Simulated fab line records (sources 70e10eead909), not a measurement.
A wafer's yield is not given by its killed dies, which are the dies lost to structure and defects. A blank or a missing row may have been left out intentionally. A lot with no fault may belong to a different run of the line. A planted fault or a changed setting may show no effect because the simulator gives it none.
What tool caused it? / flow nandHarc / 37 wafers from 13 lots sampled at 5 of the route's 1302 steps

WHAT THE GAUGES SHOWED, per wafer
NHARC_A_SOURCE_PLATE_INSPECT_08. Usual: rawDefectCount reads 64 (standard deviation 26).
lot=L659; measured=day 7 14:58; on=defectInspect-02; rawDefectCount=56 45 42; flag=
lot=L661; measured=day 8 13:06; on=defectInspect-01; rawDefectCount=42 97 33; flag=
lot=L662; measured=day 9 00:14; on=defectInspect-02; rawDefectCount=65 79 84; flag=
lot=L663; measured=day 9 00:16; on=defectInspect-02; rawDefectCount=38 43 56; flag=
lot=L664; measured=day 9 16:43; on=defectInspect-01; rawDefectCount=54 36 53; flag=
lot=L665; measured=day 10 09:23; on=defectInspect-02; rawDefectCount=77 95 141; flag=
lot=L667; measured=day 11 02:34; on=defectInspect-02; rawDefectCount=76 63 54; flag=
lot=L673; measured=day 13 15:41; on=defectInspect-02; rawDefectCount=38; flag=
lot=L677; measured=day 15 00:33; on=defectInspect-01; rawDefectCount=120 96 64; flag=
lot=L679; measured=day 16 08:27; on=defectInspect-02; rawDefectCount=97 100 90; flag=
lot=L680; measured=day 16 08:27; on=defectInspect-01; rawDefectCount=39 55 57; flag=
lot=L681; measured=day 16 21:13; on=defectInspect-02; rawDefectCount=83 49 61; flag=
lot=L682; measured=day 17 09:51; on=defectInspect-01; rawDefectCount=53 34 71; flag=

NHARC_A_ONON_D1_THK_MEAS_18: measures by ellipsometry. Usual: thkNm reads 997 nm (standard deviation 10).
lot=L659; measured=day 8 01:45; on=filmMetro-02; thkNm (nm)=998 999 1000; flag=
lot=L661; measured=day 8 23:59; on=filmMetro-01; thkNm (nm)=998 998 998; flag=
lot=L662; measured=day 9 10:42; on=filmMetro-02; thkNm (nm)=1008 1009 1009; flag=
lot=L663; measured=day 9 10:42; on=filmMetro-01; thkNm (nm)=1012 1011 1010; flag=
lot=L664; measured=day 10 03:23; on=filmMetro-02; thkNm (nm)=1006 1006 1007; flag=
lot=L665; measured=day 10 21:01; on=filmMetro-02; thkNm (nm)=994 996 996; flag=
lot=L667; measured=day 11 13:07; on=filmMetro-02; thkNm (nm)=1018 1018 1016; flag=
lot=L673; measured=day 14 02:24; on=filmMetro-01; thkNm (nm)=676 674; flag=OFF
lot=L677; measured=day 15 12:05; on=filmMetro-01; thkNm (nm)=997 995 996; flag=
lot=L679; measured=day 16 18:54; on=filmMetro-01; thkNm (nm)=986 987 987; flag=
lot=L680; measured=day 16 18:55; on=filmMetro-01; thkNm (nm)=1003 1002 1003; flag=
lot=L681; measured=day 17 07:50; on=filmMetro-01; thkNm (nm)=986 986 987; flag=
lot=L682; measured=day 17 23:57; on=filmMetro-02; thkNm (nm)=994 994 993; flag=

NHARC_A_ONON_D1_INSPECT_32. Usual: rawDefectCount reads 76 (standard deviation 27).
lot=L659; measured=day 8 04:35; on=defectInspect-02; rawDefectCount=69 56 70; flag=
lot=L661; measured=day 9 02:50; on=defectInspect-01; rawDefectCount=53 95 57; flag=
lot=L662; measured=day 9 13:29; on=defectInspect-02; rawDefectCount=82 92 94; flag=
lot=L663; measured=day 9 13:35; on=defectInspect-02; rawDefectCount=45 52 67; flag=
lot=L664; measured=day 10 06:11; on=defectInspect-01; rawDefectCount=66 39 60; flag=
lot=L665; measured=day 10 23:49; on=defectInspect-01; rawDefectCount=86 121 149; flag=
lot=L667; measured=day 11 15:55; on=defectInspect-01; rawDefectCount=92 67 63; flag=
lot=L673; measured=day 14 10:34; on=defectInspect-02; rawDefectCount=45; flag=
lot=L677; measured=day 15 14:53; on=defectInspect-02; rawDefectCount=137 126 68; flag=
lot=L679; measured=day 16 21:42; on=defectInspect-02; rawDefectCount=105 115 103; flag=
lot=L680; measured=day 16 21:43; on=defectInspect-02; rawDefectCount=51 68 65; flag=
lot=L681; measured=day 17 10:39; on=defectInspect-02; rawDefectCount=95 54 63; flag=
lot=L682; measured=day 18 02:46; on=defectInspect-01; rawDefectCount=69 60 89; flag=

WHICH TOOL RAN EACH LOT (tool, then ch and the chambers of the sampled wafers, then the start)
lot=L659; NHARC_A_ZERO_WELL_ETCH_13=rieSi-03 ch 0,1, day 6 18:49; NHARC_A_ONON_D1_DEP_16=pecvdOnon-04 ch 0, day 8 01:18
lot=L661; NHARC_A_ZERO_WELL_ETCH_13=rieSi-02 ch 0,1,2, day 7 15:37; NHARC_A_ONON_D1_DEP_16=pecvdOnon-01 ch 0, day 8 23:29
lot=L662; NHARC_A_ZERO_WELL_ETCH_13=rieSi-03 ch 0,1,3, day 8 03:26; NHARC_A_ONON_D1_DEP_16=pecvdOnon-01 ch 0, day 9 10:11
lot=L663; NHARC_A_ZERO_WELL_ETCH_13=rieSi-02 ch 1,2, day 8 04:02; NHARC_A_ONON_D1_DEP_16=pecvdOnon-04 ch 0, day 9 10:11
lot=L664; NHARC_A_ZERO_WELL_ETCH_13=rieSi-06 ch 0,2,3, day 8 19:11; NHARC_A_ONON_D1_DEP_16=pecvdOnon-03 ch 0, day 10 03:03
lot=L665; NHARC_A_ZERO_WELL_ETCH_13=rieSi-03 ch 2,3, day 9 09:49; NHARC_A_ONON_D1_DEP_16=pecvdOnon-01 ch 0, day 10 20:34
lot=L667; NHARC_A_ZERO_WELL_ETCH_13=rieSi-03 ch 0,1,2, day 10 04:46; NHARC_A_ONON_D1_DEP_16=pecvdOnon-04 ch 0, day 11 12:36
lot=L673; NHARC_A_ZERO_WELL_ETCH_13=rieSi-06 ch 2, day 12 15:41; NHARC_A_ONON_D1_DEP_16=pecvdOnon-01 ch 0, day 14 01:53
lot=L677; NHARC_A_ZERO_WELL_ETCH_13=rieSi-02 ch 0,1,3, day 14 01:38; NHARC_A_ONON_D1_DEP_16=pecvdOnon-03 ch 0, day 15 11:34
lot=L679; NHARC_A_ZERO_WELL_ETCH_13=rieSi-02 ch 0,1,2, day 15 10:11; NHARC_A_ONON_D1_DEP_16=pecvdOnon-01 ch 0, day 16 18:27
lot=L680; NHARC_A_ZERO_WELL_ETCH_13=rieSi-06 ch 0,2,3, day 15 10:43; NHARC_A_ONON_D1_DEP_16=pecvdOnon-03 ch 0, day 16 18:34
lot=L681; NHARC_A_ZERO_WELL_ETCH_13=rieSi-06 ch 1,2,3, day 15 22:02; NHARC_A_ONON_D1_DEP_16=pecvdOnon-01 ch 0, day 17 07:22
lot=L682; NHARC_A_ZERO_WELL_ETCH_13=rieSi-06 ch 0,1,3, day 16 09:59; NHARC_A_ONON_D1_DEP_16=pecvdOnon-01 ch 0, day 17 23:26
- NHARC_A_ZERO_WELL_ETCH_13: etches the open film in HBr/Cl2, target depth 120 nm, time 40.1 s.
- NHARC_A_ONON_D1_DEP_16: target thk 1000 nm.

WHAT THE TOOLS THEMSELVES READ (means of the sampled wafers that have a number; where no wafer has one, the mark that the record gives instead)
NHARC_A_ZERO_WELL_ETCH_13. Usual: drypumpMotorCurrentA 5.6 A, standard deviation 0.41; oesProductAu 1.000 a.u., standard deviation 0.0099; rfFwdPowerW 395.4 W, standard deviation 1.9; throttleValvePct 26.405 %, standard deviation 0.0097.
lot=L659; tool=rieSi-03; drypumpMotorCurrentA (A)=5.6; oesProductAu (a.u.)=1.010; rfFwdPowerW (W)=396.1; throttleValvePct (%)=26.405; flag=
lot=L661; tool=rieSi-02; drypumpMotorCurrentA (A)=5.6; oesProductAu (a.u.)=1.001; rfFwdPowerW (W)=392.8; throttleValvePct (%)=26.416; flag=
lot=L662; tool=rieSi-03; drypumpMotorCurrentA (A)=5.6; oesProductAu (a.u.)=1.007; rfFwdPowerW (W)=394.7; throttleValvePct (%)=26.395; flag=
lot=L663; tool=rieSi-02; drypumpMotorCurrentA (A)=5.4; oesProductAu (a.u.)=1.008; rfFwdPowerW (W)=393.6; throttleValvePct (%)=26.415; flag=
lot=L664; tool=rieSi-06; drypumpMotorCurrentA (A)=5.7; oesProductAu (a.u.)=1.001; rfFwdPowerW (W)=395.8; throttleValvePct (%)=26.407; flag=
lot=L665; tool=rieSi-03; drypumpMotorCurrentA (A)=5.9; oesProductAu (a.u.)=0.991; rfFwdPowerW (W)=393.3; throttleValvePct (%)=26.401; flag=
lot=L667; tool=rieSi-03; drypumpMotorCurrentA (A)=5.7; oesProductAu (a.u.)=1.009; rfFwdPowerW (W)=396.6; throttleValvePct (%)=26.403; flag=
lot=L673; tool=rieSi-06; drypumpMotorCurrentA (A)=5.6; oesProductAu (a.u.)=0.995; rfFwdPowerW (W)=397.6; throttleValvePct (%)=26.405; flag=
lot=L677; tool=rieSi-02; drypumpMotorCurrentA (A)=5.9; oesProductAu (a.u.)=0.997; rfFwdPowerW (W)=394.6; throttleValvePct (%)=26.402; flag=
lot=L679; tool=rieSi-02; drypumpMotorCurrentA (A)=5.7; oesProductAu (a.u.)=1.001; rfFwdPowerW (W)=394.1; throttleValvePct (%)=26.402; flag=
lot=L680; tool=rieSi-06; drypumpMotorCurrentA (A)=5.7; oesProductAu (a.u.)=0.995; rfFwdPowerW (W)=397.1; throttleValvePct (%)=26.399; flag=
lot=L681; tool=rieSi-06; drypumpMotorCurrentA (A)=5.6; oesProductAu (a.u.)=0.996; rfFwdPowerW (W)=395.2; throttleValvePct (%)=26.407; flag=
lot=L682; tool=rieSi-06; drypumpMotorCurrentA (A)=5.5; oesProductAu (a.u.)=1.001; rfFwdPowerW (W)=395.7; throttleValvePct (%)=26.410; flag=

NHARC_A_ONON_D1_DEP_16. Usual: susceptorTempC reads 400.03 C (standard deviation 0.23).
lot=L659; tool=pecvdOnon-04; susceptorTempC (C)=400.04; flag=
lot=L661; tool=pecvdOnon-01; susceptorTempC (C)=400.23; flag=
lot=L662; tool=pecvdOnon-01; susceptorTempC (C)=399.85; flag=
lot=L663; tool=pecvdOnon-04; susceptorTempC (C)=399.77; flag=
lot=L664; tool=pecvdOnon-03; susceptorTempC (C)=400.20; flag=
lot=L665; tool=pecvdOnon-01; susceptorTempC (C)=400.17; flag=
lot=L667; tool=pecvdOnon-04; susceptorTempC (C)=400.00; flag=
lot=L673; tool=pecvdOnon-01; susceptorTempC (C)=399.97; flag=
lot=L677; tool=pecvdOnon-03; susceptorTempC (C)=400.06; flag=
lot=L679; tool=pecvdOnon-01; susceptorTempC (C)=400.03; flag=
lot=L680; tool=pecvdOnon-03; susceptorTempC (C)=399.73; flag=
lot=L681; tool=pecvdOnon-01; susceptorTempC (C)=399.97; flag=
lot=L682; tool=pecvdOnon-01; susceptorTempC (C)=400.24; flag=

THE ANSWER, worked out from the rows above alone
Rule: a lot counts as off when the mean over its wafers that have a number is more than 3 standard deviations away from the usual mean. A lot without any number at a reading at which 4 lots or more have one is off too. Where the step has rows for the other lots, those lots are counted as sound. Order of review: gauges by route order, followed by the tools' own readings, for which a lot's mean as printed above is used. At the first step where some lot is off, the reading lying furthest off is the one used; lots without a number count as furthest.
Off: L673, at NHARC_A_ONON_D1_THK_MEAS_18 (thkNm).
If a tool, at a process step before that reading, ran all the lots that are off and no sound lot after the first of them, it fits. The gauges at NHARC_A_ONON_D1_THK_MEAS_18 are tried like those tools. Not one of the candidates tried fits.

WHAT WAS PUT IN BY THE SIMULATOR
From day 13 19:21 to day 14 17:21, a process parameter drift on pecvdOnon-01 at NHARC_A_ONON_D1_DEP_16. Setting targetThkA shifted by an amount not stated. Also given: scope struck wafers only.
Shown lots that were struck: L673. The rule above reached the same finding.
